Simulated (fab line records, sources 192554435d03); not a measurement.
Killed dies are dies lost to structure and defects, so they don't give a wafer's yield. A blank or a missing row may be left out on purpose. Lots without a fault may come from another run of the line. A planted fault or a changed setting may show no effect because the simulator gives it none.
Chamber matching | flow n5_finfet | N5_BEOL_M1_ILD_DEP_00 on pecvd-02: 3 sister chambers
The step deposits SiOC from DEMS/O2, target thk 79 nm, time 15.3 s. 22 wafers are shown with their chamber, then 11 later ones without.

WAFERS WITH THEIR CHAMBER
wafer  | chamber | showerhead_vpp_V (V) | throttle_valve_pct (%) | heater_power_w (W)
L078.1 | 2       | 1382                 | 11.1                   | 483
L078.3 | 0       | 1427                 | 11.4                   | 392
L078.5 | 0       | 1470                 | 11.6                   | 402
L079.3 | 0       | 1440                 | 11.5                   | 375
L079.5 | 2       | 1360                 | 11.1                   | 501
L079.6 | 0       | 1437                 | 11.6                   | 369
L080.3 | 0       | 1463                 | 11.6                   | 390
L080.5 | 2       | 1351                 | 11.0                   | 425
L080.6 | 0       | 1464                 | 11.6                   | 408
L083.1 | 0       | 1449                 | 11.7                   | 359
L083.4 | 0       | 1436                 | 11.8                   | 359
L083.6 | 1       | 1384                 | 12.0                   | 441
L084.1 | 1       | 1410                 | 11.9                   | 458
L084.2 | 2       | 1375                 | 11.2                   | 493
L084.4 | 2       | 1359                 | 11.2                   | 478
L085.2 | 1       | 1398                 | 11.6                   | 452
L085.3 | 0       | 1441                 | 11.7                   | 321
L085.6 | 0       | 1438                 | 11.9                   | 315
L086.1 | 0       | 1443                 | 11.8                   | 324
L086.4 | 0       | 1453                 | 11.7                   | 329
L086.6 | 1       | 1408                 | 11.8                   | 455
L087.2 | 1       | 1398                 | 11.7                   | 449

SIGNATURES (means of the wafers above)
reading            | chamber 0 | chamber 1 | chamber 2 | scatter within a chamber
showerhead_vpp_V   | 1446.75   | 1399.60   | 1365.40   | 12.5
throttle_valve_pct | 11.658    | 11.800    | 11.120    | 0.133
heater_power_w     | 361.92    | 451.00    | 476.00    | 28.8
Rule: a wafer's distance from a chamber is the root of the sum, over the readings, of the square of ((its reading less the chamber's mean) divided by the reading's scatter). The wafer belongs to the nearest chamber; if the next one is less than 2 further off, it can't be placed. The scatter: the root of (the sum of the squares of (reading less its chamber's mean) over the shown wafers, divided by (wafers less chambers)).

WAFERS WITHOUT THEIR CHAMBER
wafer  | showerhead_vpp_V (V) | throttle_valve_pct (%) | heater_power_w (W)
L087.3 | 1448                 | 11.7                   | 396
L087.5 | 1401                 | 12.0                   | 456
L092.1 | 1409                 | 11.8                   | 478
L092.2 | 1462                 | 11.9                   | 381
L092.5 | 1397                 | 11.7                   | 477
L096.1 | 1459                 | 11.9                   | 367
L096.2 | 1393                 | 11.7                   | 447
L096.3 | 1360                 | 10.7                   | 440
L097.4 | 1354                 | 11.0                   | 465
L097.5 | 1398                 | 11.8                   | 460
L097.6 | 1430                 | 11.8                   | 315

WHICH CHAMBER EACH WENT THROUGH
wafer  | from the rows above | in truth
L087.3 | 0                   | 0
L087.5 | 1                   | 1
L092.1 | 1                   | 1
L092.2 | 0                   | 0
L092.5 | 1                   | 1
L096.1 | 0                   | 0
L096.2 | 1                   | 1
L096.3 | 2                   | 2
L097.4 | 2                   | 2
L097.5 | 1                   | 1
L097.6 | 0                   | 0
Placed correctly: 11 of 11. Can't be placed from these rows: 0. Placed wrongly: 0.
